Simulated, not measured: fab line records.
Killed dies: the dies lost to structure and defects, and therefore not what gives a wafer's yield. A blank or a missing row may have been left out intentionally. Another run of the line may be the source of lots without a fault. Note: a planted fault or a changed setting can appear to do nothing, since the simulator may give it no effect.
What tool caused it? || flow nand_harc || 16 wafers from 6 lots sampled at 3 of the route's 1159 steps

== WHAT THE GAUGES SHOWED, per wafer ==
NHARC_P_ZERO_WELL_INSPECT_43.
{"lot": "L247", "measured": "day 3 01:47", "on": "defect_inspect-02", "raw_defect_count": "11 15 10"}
{"lot": "L249", "measured": "day 3 13:35", "on": "defect_inspect-01", "raw_defect_count": "9 8 2"}
{"lot": "L251", "measured": "day 4 01:33", "on": "defect_inspect-01", "raw_defect_count": "14 26 15"}
{"lot": "L258", "measured": "day 5 19:44", "on": "defect_inspect-02", "raw_defect_count": "291 295"}
{"lot": "L262", "measured": "day 6 19:35", "on": "defect_inspect-01", "raw_defect_count": "14 6 11"}
{"lot": "L265", "measured": "day 7 13:19", "on": "defect_inspect-02", "raw_defect_count": "40 22 29"}

== WHAT TOOL EACH LOT RAN ON (gives the tool, then ch and the chambers of the sampled wafers, and finally the start) ==
{"lot": "L247", "NHARC_P_ZERO_WELL_PECVD_02": "pecvd-02 ch 0,1,2, day 2 18:29", "NHARC_P_ZERO_WELL_ETCH_63": "rie_si-02 ch 1,2,3, day 2 19:41"}
{"lot": "L249", "NHARC_P_ZERO_WELL_PECVD_02": "pecvd-02 ch 0,2, day 3 06:29", "NHARC_P_ZERO_WELL_ETCH_63": "rie_si-04 ch 0,2, day 3 07:32"}
{"lot": "L251", "NHARC_P_ZERO_WELL_PECVD_02": "pecvd-02 ch 0,1, day 3 18:29", "NHARC_P_ZERO_WELL_ETCH_63": "rie_si-04 ch 1,2,3, day 3 19:39"}
{"lot": "L258", "NHARC_P_ZERO_WELL_PECVD_02": "pecvd-01 ch 1, day 5 12:38", "NHARC_P_ZERO_WELL_ETCH_63": "rie_si-04 ch 1, day 5 13:40"}
{"lot": "L262", "NHARC_P_ZERO_WELL_PECVD_02": "pecvd-03 ch 1,2, day 6 12:29", "NHARC_P_ZERO_WELL_ETCH_63": "rie_si-02 ch 0,2,3, day 6 13:42"}
{"lot": "L265", "NHARC_P_ZERO_WELL_PECVD_02": "pecvd-02 ch 1,2, day 7 06:32", "NHARC_P_ZERO_WELL_ETCH_63": "rie_si-03 ch 0,1, day 7 07:40"}
- NHARC_P_ZERO_WELL_PECVD_02: deposits SiO2, target thk 10 nm.
- NHARC_P_ZERO_WELL_ETCH_63: etches the open film in HBr/Cl2, target depth 120 nm, time 40.1 s.

== THE ANSWER, worked out from the rows above alone ==
Rule: what is usual is taken from the lots themselves. The widest of any qualifying gaps counts: lots, ordered by their means at a reading, are off when they make up no more than a third of the lots, leave a main group of 4 or more, and stand apart from it by 3 or more times the standard deviation of that group's means. The tables above print the reading to a certain number of digits; a main group whose means all agree to those digits is not used. A lot without any number at a reading at which 4 lots or more have one is off too. The other lots that the step has rows for count as sound.
Off: L258, at NHARC_P_ZERO_WELL_INSPECT_43 (raw_defect_count). The main group has a mean of 15 with a standard deviation of 8.4.
If a tool, at a process step before that reading, ran all the lots that are off and no sound lot after the first of them, it fits. Those tools and the gauges at NHARC_P_ZERO_WELL_INSPECT_43 are tried in the same way. 2 tools fit, pecvd-01 at NHARC_P_ZERO_WELL_PECVD_02 and rie_si-04 at NHARC_P_ZERO_WELL_ETCH_63, so this cannot tell which one it is.

== WHAT WAS PUT IN BY THE SIMULATOR ==
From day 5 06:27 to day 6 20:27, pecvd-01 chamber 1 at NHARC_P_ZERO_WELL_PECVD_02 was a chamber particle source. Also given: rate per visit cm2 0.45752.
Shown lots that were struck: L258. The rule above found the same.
